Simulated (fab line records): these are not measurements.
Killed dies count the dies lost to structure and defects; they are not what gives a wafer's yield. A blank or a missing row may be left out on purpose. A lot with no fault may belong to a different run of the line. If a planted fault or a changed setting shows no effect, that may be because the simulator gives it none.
Chamber matching / flow n5_finfet / rie_diel-02 running N5_BEOL_M8_VIA_ETCH_34: 4 sister chambers
The step etches SiCOH lowk in C4F6/O2, target depth 125.5 nm, time 50.5 s. 4 wafers are shown with their chamber, then 9 later ones without.

== WAFERS PAIRED WITH THEIR CHAMBERS ==
wafer=L083.3; chamber=3; showerhead_plenum_p_Torr (Torr)=2.94
wafer=L083.4; chamber=0; showerhead_plenum_p_Torr (Torr)=2.83
wafer=L087.4; chamber=1; showerhead_plenum_p_Torr (Torr)=2.80
wafer=L087.5; chamber=2; showerhead_plenum_p_Torr (Torr)=2.77

== WAFERS WITHOUT THEIR CHAMBER ==
wafer=L089.2; showerhead_plenum_p_Torr (Torr)=2.83
wafer=L089.3; showerhead_plenum_p_Torr (Torr)=2.77
wafer=L089.5; showerhead_plenum_p_Torr (Torr)=2.77
wafer=L090.3; showerhead_plenum_p_Torr (Torr)=2.79
wafer=L090.4; showerhead_plenum_p_Torr (Torr)=2.93
wafer=L090.5; showerhead_plenum_p_Torr (Torr)=2.94
wafer=L092.1; showerhead_plenum_p_Torr (Torr)=2.76
wafer=L092.2; showerhead_plenum_p_Torr (Torr)=2.83
wafer=L092.3; showerhead_plenum_p_Torr (Torr)=2.93

== WHICH CHAMBER EACH ONE RAN IN ==
wafer=L089.2; from the rows above=0; in truth=0
wafer=L089.3; from the rows above=2; in truth=2
wafer=L089.5; from the rows above=2; in truth=2
wafer=L090.3; from the rows above=can't be placed: 1 or 2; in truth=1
wafer=L090.4; from the rows above=3; in truth=3
wafer=L090.5; from the rows above=3; in truth=3
wafer=L092.1; from the rows above=2; in truth=2
wafer=L092.2; from the rows above=0; in truth=0
wafer=L092.3; from the rows above=3; in truth=3
8 of 9 placed correctly. Unplaceable from these rows: 1, with the true chamber sitting among the candidates in 1. 0 placed wrongly.
How it was worked out, from the rows above alone: a wafer's distance from a chamber is the root of the sum, over the readings, of the square of ((its reading less the chamber's mean) divided by the reading's scatter). The wafer belongs to the nearest chamber; if the next one is less than 2 further off, it can't be placed. For every chamber, the mean is computed from those of its wafers that are shown. The scatter: with one shown wafer a chamber, the root of the mean of the squares of how far each hidden wafer lies from its nearest shown one.
